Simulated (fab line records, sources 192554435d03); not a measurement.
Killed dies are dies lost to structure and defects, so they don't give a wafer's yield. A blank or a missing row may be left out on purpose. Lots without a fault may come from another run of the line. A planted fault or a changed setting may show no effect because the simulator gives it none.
Split-lot experiment | flow n5_finfet | 7 lots, 21 wafers read, on a route of 1938 steps

THE SPLIT
At N5_BEOL_M6_TRENCH_ETCH_37 (etches SiCOH lowk in C4F6/O2, target depth 94.435 nm, time 31.5 s), the setting time_s was moved away from the recipe's 31.5 s on 4 of the 21 wafers read, by -11.0% to +13.3%. The other wafers ran this setting at the recipe's value.

FROM THE SPLIT TO THE READING: what the file shows between them, 16 steps
- N5_BEOL_M6_ETCH_41: etches SiCN in CH3F/O2, target depth 29.7 nm, time 52 s
- N5_BEOL_M6_STRIP_80: strips in N2/H2, time 10 s
- N5_BEOL_M6_OCD_MEAS_38
- N5_BEOL_M6_HM_STRIP_39: strips TiN in peroxide tin strip, target depth 25 nm, time 158 s
- N5_BEOL_M6_SRD_40: time 30 s
- N5_BEOL_M6_PRECLEAN_42: cleans in residue remover, time 60 s
- N5_BEOL_M6_SRD_43: time 30 s
- N5_BEOL_M6_CD_MEAS_35: target cd 40 nm, target cd y 28 nm
- N5_BEOL_M6_CURE_75: cures SiCOH lowk, time 120 s
- N5_BEOL_M6_DEGAS_44: time 60 s
- N5_BEOL_M6_ECD_50: material Cu, target thk 300 nm
- N5_BEOL_M6_ANNEAL_51: time 90 s
- N5_BEOL_M6_CMP_52: polishes, stops on SiCOH lowk, t overpolish 6.9 s, target thk 80 nm
- N5_BEOL_M6_THK_MEAS_53: measures by xrf
- N5_BEOL_M6_PRE_CLEAN_55: time 15 s
- N5_BEOL_M6_DEP_56: deposits SiCN from 3MS/NH3, target thk 10 nm, time 17.5 s

THE READING
M6_RS, in ohm/sq, at N5_BEOL_M6_RS_MEAS_57 (measures by four-point-probe). Fault-free wafers of this fab line usually give 0.288 ohm/sq, standard deviation 0.008 ohm/sq.

wafer  | tool, chamber at the split | time_s as run, s | against the recipe | M6_RS, ohm/sq | against lot-mates on the recipe
L078.1 | rie_diel-06, 1             | 28.03            | -11.0%             | 0.341         | +0.067
L078.2 | rie_diel-06, 2             | 31.5             | recipe             | 0.281         | -
L078.6 | rie_diel-06, 2             | 31.5             | recipe             | 0.268         | -
L079.1 | rie_diel-03, 1             | 28.28            | -10.2%             | 0.325         | +0.032
L079.3 | rie_diel-03, 2             | 31.5             | recipe             | 0.302         | -
L079.5 | rie_diel-03, 3             | 31.5             | recipe             | 0.284         | -
L080.2 | rie_diel-03, 0             | 31.5             | recipe             | 0.274         | -
L080.3 | rie_diel-03, 2             | 31.5             | recipe             | 0.295         | -
L080.4 | rie_diel-03, 1             | 28.56            | -9.3%              | 0.323         | +0.039
L082.2 | rie_diel-03, 2             | 31.5             | recipe             | 0.300         | -
L082.5 | rie_diel-03, 0             | 31.5             | recipe             | 0.289         | -
L082.6 | rie_diel-03, 3             | 31.5             | recipe             | 0.295         | -
L084.4 | rie_diel-01, 1             | 35.7             | +13.3%             | 0.236         | -0.048
L084.5 | rie_diel-01, 3             | 31.5             | recipe             | 0.284         | -
L084.6 | rie_diel-01, 0             | 31.5             | recipe             | 0.285         | -
L093.1 | rie_diel-01, 0             | 31.5             | recipe             | 0.296         | -
L093.3 | rie_diel-01, 2             | 31.5             | recipe             | 0.289         | -
L093.4 | rie_diel-01, 1             | 31.5             | recipe             | 0.282         | -
L097.1 | rie_diel-03, 3             | 31.5             | recipe             | 0.296         | -
L097.3 | rie_diel-03, 0             | 31.5             | recipe             | 0.282         | -
L097.6 | rie_diel-03, 1             | 31.5             | recipe             | 0.282         | -

THE FIT
A straight line over all 21 wafers: M6_RS changes by -0.00405 ohm/sq for each +1% of time_s; r = -0.92; the points scatter about the line by 0.0088 ohm/sq.
The same after taking each lot's own level away (the mean of its wafers on the recipe; 21 wafers): -0.00418 ohm/sq for each +1%; r = -0.93; scatter 0.0084 ohm/sq.
On that fit, the largest move of time_s shifts the reading by 0.056 ohm/sq.
The lots' own levels span 0.2745 to 0.2947 ohm/sq, that is 2.5 times the standard deviation above.
So the lot-to-lot level changes the slope little: the two slopes agree.
Check: with one of the wafers moved furthest among these (+13.3%) left out of the fit, the line predicts -0.0607 ohm/sq for it against its lot-mates. It came out at -0.0485 ohm/sq against them.

OTHER SPLITS ON THESE WAFERS
These wafers also went through other splits before the reading. Each is held against what the fit with the lots' levels taken away leaves over:
other split on the same wafers | wafers away from the commonest value | r with M6_RS (lot level and that fit taken away)
N5_BEOL_M6_EXPOSE_08 dose_mj   | 3                                    | +0.21
N5_BEOL_M6_ETCH_66 bias_w      | 9                                    | +0.01

THE WHOLE CHAIN: every reading that the file lists as answering this split, in the file's order
step                      | what it does                                                        | reading                                                                      | change (the file's fit)               | r (the file's)
N5_BEOL_M6_TRENCH_ETCH_37 | etches SiCOH lowk in C4F6/O2, target depth 94.435 nm, time 31.5 s   | etch.depth_nm (the simulator's own value, which no gauge read)               | +0.962 nm for each +1% of the setting | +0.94
N5_BEOL_M6_TRENCH_ETCH_37 | etches SiCOH lowk in C4F6/O2, target depth 94.435 nm, time 31.5 s   | BEOL_M6.feature_depth_nm (the simulator's own value, which no gauge read)    | +0.959 nm for each +1% of the setting | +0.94
N5_BEOL_M6_OCD_MEAS_38    |                                                                     | trench_depth_nm                                                              | +0.985 nm for each +1% of the setting | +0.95
N5_BEOL_M6_CMP_52         | polishes, stops on SiCOH lowk, t overpolish 6.9 s, target thk 80 nm | Cu_of_BEOL_M6_ECD_50.thk_nm (the simulator's own value, which no gauge read) | +0.988 nm for each +1% of the setting | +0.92
N5_BEOL_M6_THK_MEAS_53    | measures by xrf                                                     | M6_THK                                                                       | +0.98 for each +1% of the setting     | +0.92
N5_BEOL_M6_RS_MEAS_57     | measures by four-point-probe                                        | M6_RS                                                                        | -0.0042 for each +1% of the setting   | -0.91

THE FILE'S OWN FIT
M6_RS changes by -0.0042 ohm/sq for each +1% of time_s, r = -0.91.
